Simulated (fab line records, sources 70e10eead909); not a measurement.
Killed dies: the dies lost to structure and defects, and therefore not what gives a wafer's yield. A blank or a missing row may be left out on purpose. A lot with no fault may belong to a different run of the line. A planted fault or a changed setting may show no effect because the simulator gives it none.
A lot that was struck, set against a sound lot | flow nand_harc | 15 steps out of a route of 1302
Sound: these wafers, L368.1, L368.4, L368.5. Wafers L364.1, L364.2 were the ones struck. Last of all comes the cause.
At each step with rows: each side's tool, then ch and its chambers, then its first start. Under that, the readings that differ: sound wafers | struck wafers | difference of the means | sigmas: that difference in standard deviations of wafers without a fault.
alike: words and numbers the same on both sides, and readings whose means are apart by under 2 such deviations; not compared: readings that were withheld, readings missing a value for some wafer, numbers with overlapping values and no deviation given by the record, and bounds like >300 which may hide the same value.
The two part at a step that has a row with sigmas, a row that says differs or no value, or rows on one side only. Numbers that have no deviation but don't overlap get no sigmas and don't part them. A reading missing from all wafers of one side parts the sides only when that side holds two or more wafers.

first, 1 step without rows for these wafers: NHARC_P_CONTACT_DESCUM_17 (chemistry O2, time 3 s).
NHARC_P_CONTACT_ETCH_35: etches the open film in CF4, target depth 39 nm, time 65 s.
  sound on rie_diel-10 ch 0,2,3, day 11 21:52; struck on rie_diel-09 ch 1,3, day 10 13:11
  alike: drypump_motor_current_A, mfc_ar_sccm, oes_product_au, rf_vpp_V, showerhead_plenum_p_Torr, throttle_valve_pct
  not compared: rf_hours_counter_h
NHARC_P_CONTACT_ETCH_36: etches the open film in N2/H2, target depth 260 nm, time 406.25 s.
  sound: rie_diel-10 ch 0,3; struck: rie_diel-09 ch 0,2
  alike: drypump_motor_current_A, mfc_ar_sccm, n2_flow_sccm, oes_product_au, rf_vpp_V, showerhead_plenum_p_Torr, throttle_valve_pct
  not compared: rf_hours_counter_h
NHARC_P_CONTACT_ETCH_18: etches the open film in C4F8/O2/Ar, target depth 481 nm, time 240.5 s.
  sound: rie_diel-10 ch 2,3; struck: rie_diel-09 ch 1,3
  reading               | sound             | struck      | difference | sigmas
  oes_product_au (a.u.) | 0.956 0.962 0.968 | 0.916 0.885 | -0.061     | -2
  alike: rf_vpp_V
  not compared: rf_hours_counter_h
then, 1 step without rows for these wafers: NHARC_P_CONTACT_STRIP_37 (strips in C4F8/O2/Ar).
NHARC_P_CONTACT_ETCH_31: etches the open film in CH3F/O2, target depth 30 nm, time 85.7 s.
  sound: rie_diel-10 ch 1,3; struck: rie_diel-09 ch 0,1
  reading               | sound             | struck      | difference | sigmas
  oes_product_au (a.u.) | 0.991 0.977 0.992 | 0.951 0.921 | -0.051     | -2
  alike: drypump_motor_current_A, mfc_ar_sccm, rf_vpp_V, showerhead_plenum_p_Torr, throttle_valve_pct
  not compared: rf_hours_counter_h
NHARC_P_CONTACT_CD_MEAS_19:
  sound on cd_sem-03, day 11 22:38; struck on cd_sem-03, day 10 13:58
  alike: cd_nm
then, 5 steps without rows for these wafers: NHARC_P_CONTACT_STRIP_28 (strips in O2); NHARC_P_CONTACT_STRIP_29 (strips in post etch residue remover, time 1200 s); NHARC_P_CONTACT_DEGAS_38 (time 60 s); NHARC_P_CONTACT_PRE_CLEAN_39 (time 19.5 s); NHARC_P_CONTACT_PVD_32 (deposits Ti, target thk 5 nm, time 17.7 s).
NHARC_P_CONTACT_ALD_22: deposits TiN, target thk 3 nm, pulse time 1 s, ald cycles 150.
  sound on ald_metal-03 ch 0,1, day 11 23:38; struck on ald_metal-02 ch 0,1, day 10 14:59
  reading    | sound       | struck | difference | sigmas
  ald_cycles | 150 150 150 | 72 72  | -78        |
  alike: heater_power_outer_w, heater_power_w, precursor_pulse_height_rel
NHARC_P_CONTACT_CVD_23: deposits W, target thk 200 nm, time 557 s.
  sound: cvd_w-01 ch 0,1; struck: cvd_w-02 ch 0
  reading            | sound       | struck  | difference | sigmas
  heater_power_w (W) | 429 502 498 | 389 388 | -88        | -2
  alike: heater_power_outer_w, mfc_ar_sccm, throttle_valve_pct
-- record jumps: 19 days between struck wafers' starts before vs after; left off in module P_CONTACT, resumes in module END, first step shown is number 1302 of the route --
NHARC_END_SORT_01:
  only the struck wafers appear in the record here, on prober-02 ch 0 at day 29 15:25; the sound ones have no rows

== WHERE THEY PART ==
Last at NHARC_END_SORT_01 as far as this record goes, first at NHARC_P_CONTACT_ETCH_18.

WHY: whatever the simulator had introduced
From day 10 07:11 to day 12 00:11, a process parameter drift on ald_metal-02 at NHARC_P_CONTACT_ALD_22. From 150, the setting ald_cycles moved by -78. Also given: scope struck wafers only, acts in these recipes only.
